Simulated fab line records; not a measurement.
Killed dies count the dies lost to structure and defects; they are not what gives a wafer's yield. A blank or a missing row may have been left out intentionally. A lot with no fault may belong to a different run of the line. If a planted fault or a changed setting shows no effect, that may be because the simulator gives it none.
Chamber matching + flow nand-harc + 3 sister chambers for NHARC_A_M0_DEP_32 on pecvd-04
The step deposits SiCN, target thk 30 nm. 20 wafers are shown with their chamber, then 10 later ones without.

== WAFERS WITH THEIR CHAMBER ==
| wafer  | chamber | heater-power-outer-w (W) | heater-power-w (W) |
|--------|---------|--------------------------|--------------------|
| L074.1 | 0       | 371                      | 651                |
| L074.5 | 0       | 373                      | 650                |
| L074.6 | 2       | 265                      | 541                |
| L075.2 | 1       | 382                      | 633                |
| L075.3 | 0       | 353                      | 650                |
| L075.6 | 0       | 357                      | 662                |
| L076.2 | 1       | 376                      | 665                |
| L076.4 | 1       | 391                      | 638                |
| L076.6 | 2       | 361                      | 658                |
| L080.1 | 0       | 338                      | 596                |
| L080.2 | 1       | 391                      | 661                |
| L080.6 | 1       | 399                      | 651                |
| L081.1 | 1       | 411                      | 668                |
| L081.3 | 0       | 342                      | 609                |
| L081.4 | 0       | 341                      | 626                |
| L089.3 | 2       | 395                      | 707                |
| L089.4 | 0       | 362                      | 648                |
| L089.5 | 1       | 357                      | 592                |
| L090.1 | 0       | 333                      | 615                |
| L090.5 | 1       | 341                      | 555                |

SIGNATURES, as means of the wafers listed above
| reading              | chamber 0 | chamber 1 | chamber 2 | scatter within a chamber |
|----------------------|-----------|-----------|-----------|--------------------------|
| heater-power-outer-w | 352.22    | 381.00    | 340.33    | 29.1                     |
| heater-power-w       | 634.11    | 632.88    | 635.33    | 42                       |
Rule: a wafer's distance from a chamber is the root of the sum, over the readings, of the square of ((its reading less the chamber's mean) divided by the reading's scatter). If the next closest chamber is less than 2 further off than the closest, the wafer can't be placed; otherwise it belongs to the closest. The scatter: the root of (the sum of the squares of (reading less its chamber's mean) over the shown wafers, divided by (wafers less chambers)).

== WAFERS WHOSE CHAMBER IS MISSING ==
| wafer  | heater-power-outer-w (W) | heater-power-w (W) |
|--------|--------------------------|--------------------|
| L090.6 | 334                      | 625                |
| L092.1 | 352                      | 665                |
| L092.2 | 405                      | 659                |
| L092.4 | 358                      | 664                |
| L094.3 | 370                      | 669                |
| L094.5 | 347                      | 640                |
| L094.6 | 383                      | 633                |
| L097.1 | 356                      | 599                |
| L097.4 | 349                      | 629                |
| L097.6 | 366                      | 605                |

== CHAMBER TAKEN BY EACH ==
| wafer  | from the rows above          | in truth |
|--------|------------------------------|----------|
| L090.6 | can't be placed: 2 or 0 or 1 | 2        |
| L092.1 | can't be placed: 0 or 2 or 1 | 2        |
| L092.2 | can't be placed: 1 or 0 or 2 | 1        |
| L092.4 | can't be placed: 0 or 2 or 1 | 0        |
| L094.3 | can't be placed: 1 or 0 or 2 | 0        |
| L094.5 | can't be placed: 0 or 2 or 1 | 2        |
| L094.6 | can't be placed: 1 or 0 or 2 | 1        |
| L097.1 | can't be placed: 0 or 2 or 1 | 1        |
| L097.4 | can't be placed: 0 or 2 or 1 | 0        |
| L097.6 | can't be placed: 0 or 1 or 2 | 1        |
0 of 10 placed correctly. Can't be placed from these rows: 10 (the true chamber is among the candidates in 10). Number placed wrongly: 0.
